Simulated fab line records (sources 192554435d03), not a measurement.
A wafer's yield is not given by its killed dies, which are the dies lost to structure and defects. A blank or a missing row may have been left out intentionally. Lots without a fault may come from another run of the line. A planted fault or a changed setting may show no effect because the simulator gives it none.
Split-lot experiment | flow n5Finfet | 7 lots, 39 wafers read, on a route of 1938 steps

== THE SPLIT ==
At N5_MOL_CONTACT_COAG_ETCH_124 (etches SiNx in CH3F/O2, stops on SiOC, target depth 6.5 nm), the setting targetDepthA was moved away from the recipe's 65 angstrom on 18 of the 39 wafers read, by -59.9% to +39.7%. All remaining wafers had this setting at the recipe value.

Reading taken at the split's own step.

== THE READING ==
SOC_of_MOL_CONTACT_COAG_COAT_62.thkNm (the simulator's own value, which no gauge read), in nm, at N5_MOL_CONTACT_COAG_ETCH_124 (etches SiNx in CH3F/O2, stops on SiOC, target depth 6.5 nm). The file does not state a usual value for it. Here, 21 wafers ran the recipe; their average is 48.3 nm with a standard deviation of 0.23 nm.

wafer  | tool, chamber at the split | targetDepthA as run, angstrom | against the recipe | SOC_of_MOL_CONTACT_COAG_COAT_62.thkNm, nm | against lot-mates on the recipe
L075.1 | rieDiel-01, 1              | 90.79                         | +39.7%             | 46.6                                      | -1.3
L075.2 | rieDiel-01, 0              | 90.79                         | +39.7%             | 47                                        | -0.9
L075.3 | rieDiel-01, 2              | 65                            | recipe             | 47.8                                      | -
L075.4 | rieDiel-01, 3              | 90.79                         | +39.7%             | 46.4                                      | -1.5
L075.5 | rieDiel-01, 1              | 65                            | recipe             | 48                                        | -
L075.6 | rieDiel-01, 2              | 65                            | recipe             | 47.8                                      | -
L081.1 | rieDiel-03, 0              | 65                            | recipe             | 48.6                                      | -
L081.2 | rieDiel-03, 1              | 26.04                         | -59.9%             | 50.8                                      | +2.2
L081.3 | rieDiel-03, 3              | 26.04                         | -59.9%             | 50.2                                      | +1.6
L081.4 | rieDiel-03, 2              | 65                            | recipe             | 48.6                                      | -
L081.5 | rieDiel-03, 2              | 65                            | recipe             | 48.6                                      | -
L081.6 | rieDiel-03, 3              | 26.04                         | -59.9%             | 50.4                                      | +1.8
L082.1 | rieDiel-01, 0              | 65                            | recipe             | 48.4                                      | -
L082.2 | rieDiel-01, 2              | 31.57                         | -51.4%             | 50                                        | +1.6
L082.3 | rieDiel-01, 3              | 65                            | recipe             | 48.4                                      | -
L082.4 | rieDiel-01, 1              | 31.57                         | -51.4%             | 50                                        | +1.6
L082.5 | rieDiel-01, 2              | 31.57                         | -51.4%             | 50                                        | +1.6
L082.6 | rieDiel-01, 1              | 65                            | recipe             | 48.4                                      | -
L084.3 | rieDiel-01, 0              | 65                            | recipe             | 48.2                                      | -
L084.5 | rieDiel-01, 1              | 65                            | recipe             | 48.4                                      | -
L084.6 | rieDiel-01, 2              | 65                            | recipe             | 48.2                                      | -
L087.1 | rieDiel-04, 3              | 36.23                         | -44.3%             | 49.6                                      | +1.3
L087.2 | rieDiel-04, 2              | 65                            | recipe             | 48.4                                      | -
L087.3 | rieDiel-04, 0              | 36.23                         | -44.3%             | 50                                        | +1.7
L087.4 | rieDiel-04, 1              | 36.23                         | -44.3%             | 49.6                                      | +1.3
L087.5 | rieDiel-04, 1              | 65                            | recipe             | 48.2                                      | -
L087.6 | rieDiel-04, 0              | 65                            | recipe             | 48.4                                      | -
L096.1 | rieDiel-01, 0              | 65                            | recipe             | 48.4                                      | -
L096.2 | rieDiel-01, 2              | 65                            | recipe             | 48.2                                      | -
L096.3 | rieDiel-01, 3              | 65                            | recipe             | 48.2                                      | -
L096.4 | rieDiel-01, 3              | 29.56                         | -54.5%             | 50                                        | +1.7
L096.5 | rieDiel-01, 0              | 29.56                         | -54.5%             | 50                                        | +1.7
L096.6 | rieDiel-01, 2              | 29.56                         | -54.5%             | 49.6                                      | +1.3
L097.1 | rieDiel-01, 3              | 65                            | recipe             | 48.6                                      | -
L097.2 | rieDiel-01, 0              | 65                            | recipe             | 48.4                                      | -
L097.3 | rieDiel-01, 2              | 50.35                         | -22.5%             | 49.2                                      | +0.7
L097.4 | rieDiel-01, 3              | 50.35                         | -22.5%             | 49.4                                      | +0.9
L097.5 | rieDiel-01, 2              | 50.35                         | -22.5%             | 49                                        | +0.5
L097.6 | rieDiel-01, 0              | 65                            | recipe             | 48.6                                      | -

THE FIT
A straight line over all 39 wafers: SOC_of_MOL_CONTACT_COAG_COAT_62.thkNm changes by -0.0344 nm for each +1% of targetDepthA; r = -0.97; the points scatter about the line by 0.26 nm.
The same after taking each lot's own level away (the mean of its wafers on the recipe; 39 wafers): -0.0306 nm for each +1%; r = -0.99; scatter 0.15 nm.
That fit puts the effect of the largest move of targetDepthA on the reading at 1.8 nm.
The lots' own levels span 47.87 to 48.60 nm, that is 3.1 times the standard deviation above.
Thus the slope moves with the lot-to-lot level: the two fits are different.
Check: for one of the wafers moved furthest among these (-59.9%), held out of the fit, the line's prediction against its lot-mates is +1.8 nm. It came out at +2.2 nm against them.

== FURTHER SPLITS ON THESE WAFERS ==
These wafers also went through other splits before the reading. Each is held against what the fit with the lots' levels taken away leaves over:
other split on the same wafers            | wafers away from the commonest value | r with SOC_of_MOL_CONTACT_COAG_COAT_62.thkNm (lot level and that fit taken away)
N5_SPACER0_ALD_00 aldCycles               | 15                                   | +0.06
N5_MOL_CONTACT_COAG_CONTACT_ETCH_14 timeS | 12                                   | +0.15

== THE WHOLE CHAIN: every reading that the file lists as answering this split, in the file's order ==
step                         | what it does                                               | reading                                                                                | change (the file's fit)                                                             | r (the file's)
N5_MOL_CONTACT_COAG_ETCH_124 | etches SiNx in CH3F/O2, stops on SiOC, target depth 6.5 nm | etch.depthNm (the simulator's own value, which no gauge read)                          | not straight: 2.54 at the lowest setting, 4.995 at the recipe, 4.978 at the highest | not given
N5_MOL_CONTACT_COAG_ETCH_124 | etches SiNx in CH3F/O2, stops on SiOC, target depth 6.5 nm | SOC_of_MOL_CONTACT_COAG_COAT_62.thkNm (the simulator's own value, which no gauge read) | -0.0306 nm for each +1% of the setting                                              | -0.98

== FILE'S OWN FIT ==
SOC_of_MOL_CONTACT_COAG_COAT_62.thkNm changes by -0.0306 nm for each +1% of targetDepthA, r = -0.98.
